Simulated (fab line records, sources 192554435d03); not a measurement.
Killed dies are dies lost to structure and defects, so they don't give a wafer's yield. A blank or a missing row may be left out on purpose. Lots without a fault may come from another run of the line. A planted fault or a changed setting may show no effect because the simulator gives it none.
Which tool did it? | flow n5_finfet | 8 lots, 24 wafers sampled, at 7 steps of a route of 1938

WHAT THE GAUGES READ, wafer by wafer
N5_FIN_SAQP_THK_MEAS_07. Usual: thk_nm 59.8 nm, standard deviation 0.81.
lot  | measured    | on            | thk_nm (nm)    | flag
L882 | day 2 09:19 | film_metro-01 | 58.0 59.9 58.2 |
L883 | day 2 15:43 | film_metro-01 | 60.4 60.4 60.9 |
L887 | day 3 17:14 | film_metro-01 | 60.3 60.1 61.6 |
L894 | day 5 09:29 | film_metro-01 | 59.1 59.5 60.5 |
L895 | day 5 15:19 | film_metro-01 | 58.7 58.8 59.4 |
L900 | day 6 23:32 | film_metro-02 | 60.3 60.6 61.8 |
L901 | day 7 03:17 | film_metro-02 | 58.3 59.7 59.4 |
L902 | day 7 09:20 | film_metro-01 | 59.4 59.1 59.0 |

N5_FIN_SAQP_CD_MEAS_27: target cd 20 nm. Usual: cd_nm 20.28 nm, standard deviation 0.22.
lot  | measured    | on        | cd_nm (nm)        | flag
L882 | day 2 11:47 | cd_sem-02 | 20.10 20.61 20.47 |
L883 | day 2 18:33 | cd_sem-01 | 20.53 20.48 20.25 |
L887 | day 3 20:08 | cd_sem-01 | 20.01 20.60 19.91 |
L894 | day 5 12:13 | cd_sem-02 | - - -             | OFF
L895 | day 5 17:59 | cd_sem-02 | - - -             | OFF
L900 | day 7 02:03 | cd_sem-03 | 20.20 20.10 20.44 |
L901 | day 7 06:59 | cd_sem-01 | 19.68 20.29 20.07 |
L902 | day 7 11:50 | cd_sem-02 | 20.29 20.29 19.95 |

N5_BEOL_M4_RC_MEAS_101. Usual: DIBL_N 36.5 mV/V, standard deviation 1.4; DIBL_P 36.5 mV/V, standard deviation 1.6; IOFF_N 0.163 nA/um, standard deviation 0.022; IOFF_P 0.219 nA/um, standard deviation 0.029; ION_N 675 uA/um, standard deviation 8.3; ION_P 464 uA/um, standard deviation 6.2; SS_N 71.5 mV/dec, standard deviation 0.52; SS_P 73.4 mV/dec, standard deviation 0.57; VT_N 249.7 mV, standard deviation 2.6; VT_P -250 mV, standard deviation 3.
lot  | measured     | on        | DIBL_N (mV/V)  | DIBL_P (mV/V)  | IOFF_N (nA/um)    | IOFF_P (nA/um)    | ION_N (uA/um) | ION_P (uA/um) | SS_N (mV/dec)  | SS_P (mV/dec)  | VT_N (mV)         | VT_P (mV)      | flag
L882 | day 8 15:29  | prober-01 | 37.4 34.2 36.5 | 38.1 34.8 38.0 | 0.189 0.134 0.174 | 0.216 0.174 0.213 | 673 666 676   | 455 453 461   | 72.7 71.4 72.3 | 73.7 73.3 73.4 | 247.7 251.4 250.6 | -251 -255 -251 |
L883 | day 9 04:06  | prober-02 | 35.5 36.6 34.2 | 37.1 38.6 34.9 | 0.148 0.168 0.125 | 0.205 0.224 0.172 | 671 675 659   | 465 460 456   | 71.2 71.8 70.9 | 73.5 73.5 72.6 | 253.1 249.6 253.6 | -252 -252 -254 |
L887 | day 9 21:19  | prober-01 | 36.9 35.8 36.2 | 36.2 35.2 36.4 | 0.172 0.154 0.173 | 0.197 0.188 0.200 | 666 666 682   | 454 454 462   | 72.1 70.6 71.4 | 73.3 73.4 73.0 | 251.5 250.5 249.3 | -250 -251 -251 |
L900 | day 13 02:41 | prober-02 | 38.5 38.7 38.1 | 38.0 37.9 37.6 | 0.175 0.184 0.174 | 0.240 0.244 0.248 | 681 666 685   | 464 460 471   | 71.3 71.4 71.4 | 74.3 74.3 74.0 | 250.5 248.6 247.6 | -247 -248 -247 |
L901 | day 13 10:22 | prober-01 | 35.9 34.6 36.0 | 37.2 35.2 37.6 | 0.158 0.136 0.166 | 0.203 0.166 0.203 | 675 668 682   | 467 458 463   | 71.4 70.9 71.8 | 73.2 73.3 73.5 | 251.6 251.9 249.8 | -253 -258 -252 |
L902 | day 13 22:22 | prober-02 | 35.7 33.3 35.0 | 37.9 34.6 36.6 | 0.170 0.127 0.151 | 0.230 0.184 0.217 | 681 675 675   | 472 467 465   | 72.5 71.0 71.1 | 73.4 72.6 73.3 | 250.1 252.1 250.0 | -248 -251 -249 |

WHICH TOOL RAN EACH LOT (tool, then ch and the chambers of the sampled wafers, then the start)
lot  | N5_FIN_SAQP_ALD_61               | N5_FIN_SAQP_DESCUM_21             | N5_FIN_SAQP_ETCH_52               | N5_FIN_SAQP_HM_OPEN_73
L882 | ald_sin-02 ch 1,3, day 2 08:36   | rie_diel-01 ch 2,3, day 2 09:46   | rie_diel-01 ch 2,3, day 2 09:52   | rie_diel-01 ch 2,3, day 2 09:58
L883 | ald_sin-01 ch 0,2,3, day 2 14:59 | rie_diel-01 ch 1,2,3, day 2 16:11 | rie_diel-01 ch 1,2,3, day 2 16:19 | rie_diel-01 ch 1,2,3, day 2 16:24
L887 | ald_sin-03 ch 2,3, day 3 16:32   | rie_diel-05 ch 1,2,3, day 3 17:47 | rie_diel-05 ch 1,2,3, day 3 17:53 | rie_diel-05 ch 1,2,3, day 3 17:59
L894 | ald_sin-01 ch 0,1,2, day 5 08:46 | rie_diel-05 ch 0,1,2, day 5 10:04 | rie_diel-05 ch 0,1,2, day 5 10:09 | rie_diel-05 ch 0,1,2, day 5 10:16
L895 | ald_sin-03 ch 1,2, day 5 14:31   | rie_diel-01 ch 1,2, day 5 15:55   | rie_diel-01 ch 1,2, day 5 16:00   | rie_diel-01 ch 1,2, day 5 16:06
L900 | ald_sin-02 ch 0,2,3, day 6 22:49 | rie_diel-01 ch 1,3, day 7 00:00   | rie_diel-01 ch 1,3, day 7 00:05   | rie_diel-01 ch 1,3, day 7 00:12
L901 | ald_sin-03 ch 0,1,2, day 7 02:35 | rie_diel-05 ch 2,3, day 7 04:23   | rie_diel-05 ch 2,3, day 7 04:29   | rie_diel-05 ch 2,3, day 7 04:35
L902 | ald_sin-02 ch 0,2,3, day 7 08:38 | rie_diel-01 ch 0,1,3, day 7 09:48 | rie_diel-01 ch 0,1,3, day 7 09:53 | rie_diel-01 ch 0,1,3, day 7 10:00
- N5_FIN_SAQP_ALD_61: deposits SiO2, target thk 4 nm, pulse time 1 s, purge time 2 s.
- N5_FIN_SAQP_DESCUM_21: chemistry O2, time 7.9 s.
- N5_FIN_SAQP_ETCH_52: etches SOC in N2/H2, target depth 100 nm, overetch 20 nm, time 150 s.
- N5_FIN_SAQP_HM_OPEN_73: chemistry CHF3/O2, target SiO2, stops on a-Si, target depth 12 nm, time 16.8 s.

WHAT THE TOOLS THEMSELVES READ (means of the sampled wafers that have a number; where no wafer has one, the mark that the record gives instead)
N5_FIN_SAQP_ALD_61. Usual: heater_power_outer_w 262 W, standard deviation 23; heater_power_w 466 W, standard deviation 36; precursor_pulse_height_rel 1.000, standard deviation 0.021.
lot  | tool       | heater_power_outer_w (W) | heater_power_w (W) | precursor_pulse_height_rel | flag
L882 | ald_sin-02 | 269                      | 449                | 1.004                      |
L883 | ald_sin-01 | 278                      | 505                | 0.979                      |
L887 | ald_sin-03 | 279                      | 491                | 1.011                      |
L894 | ald_sin-01 | 275                      | 473                | 0.990                      |
L895 | ald_sin-03 | 258                      | 471                | 0.986                      |
L900 | ald_sin-02 | 236                      | 418                | 1.000                      |
L901 | ald_sin-03 | 270                      | 490                | 1.008                      |
L902 | ald_sin-02 | 236                      | 425                | 1.003                      |

N5_FIN_SAQP_DESCUM_21. Usual: drypump_motor_current_A 5.7 A, standard deviation 0.47; oes_product_au 0.75 a.u., standard deviation 0.051; rf_fwd_power_W 49.38 W, standard deviation 0.25; rf_vpp_V 242.8 V, standard deviation 0.98; showerhead_plenum_p_Torr 2.072 Torr, standard deviation 0.028; throttle_valve_pct 20.49 %, standard deviation 0.21.
lot  | tool        | drypump_motor_current_A (A) | oes_product_au (a.u.) | rf_fwd_power_W (W) | rf_vpp_V (V) | showerhead_plenum_p_Torr (Torr) | throttle_valve_pct (%) | flag
L882 | rie_diel-01 | 5.1                         | 0.76                  | 49.39              | 243.3        | 2.085                           | 20.57                  |
L883 | rie_diel-01 | 5.4                         | 0.73                  | 49.34              | 242.4        | 2.080                           | 20.58                  |
L887 | rie_diel-05 | 5.6                         | 0.74                  | 49.45              | 241.9        | 2.056                           | 20.56                  |
L894 | rie_diel-05 | 5.4                         | 0.72                  | 49.34              | 242.2        | 2.051                           | 20.46                  |
L895 | rie_diel-01 | 5.7                         | 0.69                  | 49.43              | 242.4        | 2.068                           | 20.62                  |
L900 | rie_diel-01 | 5.1                         | 0.72                  | 49.38              | 244.0        | 2.074                           | 20.54                  |
L901 | rie_diel-05 | 5.4                         | 0.73                  | 49.50              | 241.8        | 2.025                           | 20.60                  |
L902 | rie_diel-01 | 5.7                         | 0.77                  | 49.49              | 243.5        | 2.064                           | 20.37                  |

N5_FIN_SAQP_ETCH_52. Usual: bias_w 150.0 W, standard deviation 0.46; chamber_pressure_mTorr 30.000 mTorr, standard deviation 0.029; drypump_motor_current_A 5.7 A, standard deviation 0.47; oes_product_au 0.67 a.u., standard deviation 0.042; rf_fwd_power_W 836.3 W, standard deviation 2.7; rf_vpp_V 523.2 V, standard deviation 1.3; showerhead_plenum_p_Torr 2.52 Torr, standard deviation 0.035; throttle_valve_pct 17.89 %, standard deviation 0.22.
lot  | tool        | bias_w (W) | chamber_pressure_mTorr (mTorr) | drypump_motor_current_A (A) | oes_product_au (a.u.) | rf_fwd_power_W (W) | rf_vpp_V (V) | showerhead_plenum_p_Torr (Torr) | throttle_valve_pct (%) | flag
L882 | rie_diel-01 | 149.9      | 29.996                         | 5.1                         | 0.68                  | 836.2              | 524.1        | 2.54                            | 18.04                  |
L883 | rie_diel-01 | 149.9      | 29.992                         | 5.4                         | 0.66                  | 833.6              | 523.6        | 2.53                            | 18.01                  |
L887 | rie_diel-05 | 150.1      | 29.953                         | 5.6                         | 0.66                  | 836.6              | 523.4        | 2.50                            | 17.91                  |
L894 | rie_diel-05 | -          | -                              | -                           | -                     | -                  | -            | -                               | -                      | OFF
L895 | rie_diel-01 | -          | -                              | -                           | -                     | -                  | -            | -                               | -                      | OFF
L900 | rie_diel-01 | 149.3      | 30.004                         | 5.1                         | 0.65                  | 835.2              | 523.9        | 2.52                            | 18.04                  |
L901 | rie_diel-05 | 150.3      | 30.036                         | 5.4                         | 0.65                  | 837.1              | 521.4        | 2.46                            | 18.03                  |
L902 | rie_diel-01 | 150.1      | 29.961                         | 5.7                         | 0.69                  | 837.6              | 523.7        | 2.51                            | 17.81                  |

N5_FIN_SAQP_HM_OPEN_73. Usual: bias_w 170.0 W, standard deviation 0.48; drypump_motor_current_A 5.7 A, standard deviation 0.47; oes_product_au 0.451 a.u., standard deviation 0.028; rf_fwd_power_W 644.7 W, standard deviation 2.5; rf_vpp_V 524 V, standard deviation 3.8; showerhead_plenum_p_Torr 2.39 Torr, standard deviation 0.033; throttle_valve_pct 18.89 %, standard deviation 0.23.
lot  | tool        | bias_w (W) | drypump_motor_current_A (A) | oes_product_au (a.u.) | rf_fwd_power_W (W) | rf_vpp_V (V) | showerhead_plenum_p_Torr (Torr) | throttle_valve_pct (%) | flag
L882 | rie_diel-01 | 169.9      | 5.1                         | 0.458                 | 644.5              | 525          | 2.41                            | 19.03                  |
L883 | rie_diel-01 | 170.2      | 5.4                         | 0.445                 | 643.6              | 526          | 2.40                            | 19.00                  |
L887 | rie_diel-05 | 170.2      | 5.6                         | 0.449                 | 644.9              | 525          | 2.37                            | 18.96                  |
L894 | rie_diel-05 | 170.3      | 5.4                         | 0.267                 | 644.4              | 523          | 2.36                            | 18.79                  | OFF
L895 | rie_diel-01 | 170.3      | 5.7                         | 0.262                 | 644.9              | 525          | 2.38                            | 18.98                  | OFF
L900 | rie_diel-01 | 169.9      | 5.1                         | 0.440                 | 645.3              | 528          | 2.39                            | 18.96                  |
L901 | rie_diel-05 | 169.6      | 5.3                         | 0.432                 | 645.7              | 523          | 2.34                            | 18.99                  |
L902 | rie_diel-01 | 169.8      | 5.7                         | 0.461                 | 644.1              | 527          | 2.38                            | 18.76                  |

THE ANSWER, worked out from the rows above alone
Rule: a lot is off if the mean of its wafers that have a number lies more than 3 standard deviations from the usual mean. A lot without any number at a reading at which 4 lots or more have one is off too. The other lots that the step has rows for count as sound. The gauges are gone through in route order, then the tools' own readings, and for those a lot's mean is taken as printed above. The first step at which some lot is off is used, and at that step the reading that is off furthest; a lot without a number counts as furthest.
Off: L894, L895, at N5_FIN_SAQP_CD_MEAS_27 (cd_nm). Without a number there: L894, L895.
A tool fits if, at a process step before that reading, it ran every lot that is off, and no sound lot after the first of them. The gauges at N5_FIN_SAQP_CD_MEAS_27 aren't tried: what is off there is off at N5_FIN_SAQP_ETCH_52 too, on other tools, and a gauge's error can't cause that. None of those tried fits.

WHAT THE SIMULATOR HAD PUT IN
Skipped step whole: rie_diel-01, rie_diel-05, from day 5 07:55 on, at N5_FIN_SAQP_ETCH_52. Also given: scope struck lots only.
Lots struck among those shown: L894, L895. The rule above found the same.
